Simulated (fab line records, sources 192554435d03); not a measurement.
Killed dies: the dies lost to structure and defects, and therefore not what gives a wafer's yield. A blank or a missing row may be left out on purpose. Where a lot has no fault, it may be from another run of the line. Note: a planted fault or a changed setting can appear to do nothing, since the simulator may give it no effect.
Matching of chambers :: flow n5_finfet :: rie_diel-05 running N5_PASSIVATION_STRIP_48: 4 sister chambers
The step strips in O2. 8 wafers are shown with their chamber, then 6 later ones without.

== EACH WAFER AND ITS CHAMBER ==
wafer: L126.1
chamber: 2
showerhead_plenum_p_Torr (Torr): 2.16
drypump_motor_current_A (A): 6.1

wafer: L131.5
chamber: 0
showerhead_plenum_p_Torr (Torr): 2.20
drypump_motor_current_A (A): 5.7

wafer: L142.1
chamber: 2
showerhead_plenum_p_Torr (Torr): 2.15
drypump_motor_current_A (A): 6.0

wafer: L142.2
chamber: 1
showerhead_plenum_p_Torr (Torr): 2.07
drypump_motor_current_A (A): 6.6

wafer: L142.6
chamber: 3
showerhead_plenum_p_Torr (Torr): 2.00
drypump_motor_current_A (A): 5.9

wafer: L144.1
chamber: 0
showerhead_plenum_p_Torr (Torr): 2.18
drypump_motor_current_A (A): 5.7

wafer: L144.2
chamber: 1
showerhead_plenum_p_Torr (Torr): 2.07
drypump_motor_current_A (A): 6.6

wafer: L144.3
chamber: 3
showerhead_plenum_p_Torr (Torr): 2.00
drypump_motor_current_A (A): 6.0

== WAFERS WHOSE CHAMBER IS MISSING ==
wafer: L147.1
showerhead_plenum_p_Torr (Torr): 2.15
drypump_motor_current_A (A): 6.1

wafer: L147.2
showerhead_plenum_p_Torr (Torr): 2.07
drypump_motor_current_A (A): 6.6

wafer: L147.5
showerhead_plenum_p_Torr (Torr): 2.07
drypump_motor_current_A (A): 6.6

wafer: L145.4
showerhead_plenum_p_Torr (Torr): 2.00
drypump_motor_current_A (A): 6.0

wafer: L145.5
showerhead_plenum_p_Torr (Torr): 2.00
drypump_motor_current_A (A): 5.9

wafer: L145.6
showerhead_plenum_p_Torr (Torr): 2.14
drypump_motor_current_A (A): 6.0

== CHAMBER TAKEN BY EACH ==
wafer: L147.1
from the rows above: 2
in truth: 2

wafer: L147.2
from the rows above: 1
in truth: 1

wafer: L147.5
from the rows above: 1
in truth: 1

wafer: L145.4
from the rows above: 3
in truth: 3

wafer: L145.5
from the rows above: 3
in truth: 3

wafer: L145.6
from the rows above: 2
in truth: 2
Placed correctly: 6 of 6. Can't be placed from these rows: 0. 0 placed wrongly.
How it was worked out, from the rows above alone: a wafer's distance from a chamber is the root of the sum, over the readings, of the square of ((its reading less the chamber's mean) divided by the reading's scatter). If the next closest chamber is less than 2 further off than the closest, the wafer can't be placed; otherwise it belongs to the closest. For every chamber, the mean is computed from those of its wafers that are shown. The scatter is the square root of a quotient: the sum, over the shown wafers, of each reading's squared deviation from its chamber's mean, divided by wafers minus chambers.
